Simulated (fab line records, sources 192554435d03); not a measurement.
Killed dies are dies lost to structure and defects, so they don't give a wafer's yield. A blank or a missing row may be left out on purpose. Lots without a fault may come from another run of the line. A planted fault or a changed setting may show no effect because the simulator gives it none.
Chamber matching | flow n5_finfet | N5_BEOL_M3_ILD_DEP_00 on pecvd-01: 3 sister chambers
The step deposits SiOC from DEMS/O2, target thk 79 nm, time 15.3 s. 3 wafers are shown with their chamber, then 12 later ones without.

WAFERS WITH THEIR CHAMBER
wafer  | chamber | throttle_valve_pct (%)
L087.2 | 1       | 12.3
L087.4 | 2       | 11.9
L087.5 | 0       | 11.1

WAFERS WITHOUT THEIR CHAMBER
wafer  | throttle_valve_pct (%)
L088.2 | 11.2
L088.3 | 12.2
L088.5 | 11.4
L090.2 | 11.3
L090.3 | 11.8
L090.4 | 12.2
L093.1 | 11.3
L093.3 | 12.1
L093.6 | 11.1
L096.4 | 11.3
L096.5 | 12.2
L096.6 | 12.1

WHICH CHAMBER EACH WENT THROUGH
wafer  | from the rows above     | in truth
L088.2 | 0                       | 0
L088.3 | can't be placed: 1 or 2 | 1
L088.5 | can't be placed: 0 or 2 | 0
L090.2 | 0                       | 0
L090.3 | 2                       | 2
L090.4 | can't be placed: 1 or 2 | 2
L093.1 | 0                       | 0
L093.3 | can't be placed: 2 or 1 | 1
L093.6 | 0                       | 0
L096.4 | 0                       | 0
L096.5 | can't be placed: 1 or 2 | 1
L096.6 | can't be placed: 2 or 1 | 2
Placed correctly: 6 of 12. Can't be placed from these rows: 6 (the true chamber is among the candidates in 6). Placed wrongly: 0.
How it was worked out, from the rows above alone: a wafer's distance from a chamber is the root of the sum, over the readings, of the square of ((its reading less the chamber's mean) divided by the reading's scatter). The wafer belongs to the nearest chamber; if the next one is less than 2 further off, it can't be placed. A chamber's mean is the mean of its shown wafers. The scatter: with one shown wafer a chamber, the root of the mean of the squares of how far each hidden wafer lies from its nearest shown one.
